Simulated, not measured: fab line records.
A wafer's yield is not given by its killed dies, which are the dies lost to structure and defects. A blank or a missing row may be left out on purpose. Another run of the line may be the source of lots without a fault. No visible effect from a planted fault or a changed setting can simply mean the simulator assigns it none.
A struck lot beside a sound one ; flow n5 finfet ; 21 steps out of a route of 1938
Sound: these wafers, L683.3, L683.4, L683.6. The struck wafers were L681.2, L681.3, L681.4. The cause comes at the end.
For every step that has rows: the tool of each side, followed by ch and its chambers, followed by its first start. Under that, the readings that differ: sound wafers ; struck wafers ; difference of the means ; sigmas: that difference in standard deviations of wafers without a fault.
alike: a reading whose means differ by less than 2 such deviations, as well as words and numbers matching on both sides. not compared: withheld readings; readings where some wafer has no value; bounds like >300 that might hide an equal value; numbers whose values overlap and for which the record gives no deviation.
Wherever a step has rows on one side only, a row that says differs or no value, or a row with sigmas, the two part there. Numbers that have no deviation but don't overlap get no sigmas and don't part them. A reading missing from all wafers of one side parts the sides only when that side holds two or more wafers.

first, 9 steps without rows for these wafers: N5_BEOL_M9_ILD_DEP_00 (deposits SiCOH lowk from DEMS/porogen, target thk 308.51 nm, time 58 s); N5_BEOL_M9_CURE_71 (cures SiCOH lowk, time 240 s); N5_BEOL_M9_PECVD_70 (deposits SiO2 from TEOS/O2, target thk 20 nm, time 22.7 s); N5_BEOL_M9_HM_DEP_02 (deposits TiN, target thk 20 nm); N5_BEOL_M9_COAT_59 (time 60 s, resist thk 100 nm); N5_BEOL_M9_COAT_60 (time 60 s, resist thk 30 nm); N5_BEOL_M9_COAT_05 (resist thk 90 nm); N5_BEOL_M9_EBR_07; N5_BEOL_M9_SOFTBAKE_06 (time 60 s).
N5_BEOL_M9_EXPOSE_08: exposes mask M9.
  sound on arfi scanner-03 ch 0, day 16 07:59; struck on arfi scanner-01 ch 0, day 15 05:17
reading;sound;struck;difference;sigmas
exposure dose mJ cm2;53.83 53.74 53.68;52.23 52.30 52.33;-1.46;-29
  alike: mask
then, 2 steps without rows for these wafers: N5_BEOL_M9_PEB_09 (peb time 60 s); N5_BEOL_M9_DEVELOP_10 (develop time 30 s).
N5_BEOL_M9_CD_MEAS_11: the cd target is 64.1 nm.
  sound on cd sem-02 ch 0, day 16 08:07; struck on cd sem-03 ch 0, day 15 05:24
  alike: cd nm
then, 1 step without rows for these wafers: N5_BEOL_M9_DESCUM_16 (chemistry O2, time 7.9 s).
N5_BEOL_M9_ETCH_61: etches SiARC in CF4, target depth 39 nm, time 65 s.
  sound on rie diel-03 ch 1,2,3, day 16 08:19; struck on rie diel-04 ch 0,2,3, day 15 05:31
reading;sound;struck;difference;sigmas
model.BEOL_M9.cd offset nm (nm);-0.2 0 -0.4;-0.6 -0.8 -0.6;-0.5;
  alike: drypump motor current A, etch rf on time s, oes product au, rf vpp V, showerhead plenum p Torr, throttle valve pct
  not compared: rf hours counter h
then, 3 steps without rows for these wafers: N5_BEOL_M9_ETCH_62 (etches SOC in N2/H2, target depth 110 nm, overetch 22 nm, time 165 s); N5_BEOL_M9_STRIP_68 (strips in N2/H2); N5_BEOL_M9_STRIP_67 (strips in CF4).
N5_BEOL_M9_HM_OPEN_17: chemistry Cl2/BCl3, target TiN, target depth 20 nm, overetch 6 nm.
  sound on rie metal-02 ch 0,1, day 16 08:35; struck on rie metal-02 ch 0,1, day 15 05:46
reading;sound;struck;difference;sigmas
model.BEOL_M9.cd offset nm (nm);-0.2 0.2 0;-0.6 -1 -0.6;-0.7;
  alike: drypump motor current A, oes product au, throttle valve pct
  not compared: rf hours counter h
then, 1 step without rows for these wafers: N5_BEOL_M9_STRIP_19 (strips in O2).
-- a jump in the record: the struck wafers' starts before and after are 2 days apart (it breaks off in module BEOL_M9 and resumes in module PASSIVATION, where the first step shown is number 1936 of the route) --
N5_PASSIVATION_PROBE_49:
  rows exist in the record for the struck wafers here (prober-02, day 17 12:42), but not for the sound ones

WHERE THEY PART
At N5_BEOL_M9_EXPOSE_08 first; at N5_PASSIVATION_PROBE_49 last (within this record only).

WHY: what had been put in by the simulator
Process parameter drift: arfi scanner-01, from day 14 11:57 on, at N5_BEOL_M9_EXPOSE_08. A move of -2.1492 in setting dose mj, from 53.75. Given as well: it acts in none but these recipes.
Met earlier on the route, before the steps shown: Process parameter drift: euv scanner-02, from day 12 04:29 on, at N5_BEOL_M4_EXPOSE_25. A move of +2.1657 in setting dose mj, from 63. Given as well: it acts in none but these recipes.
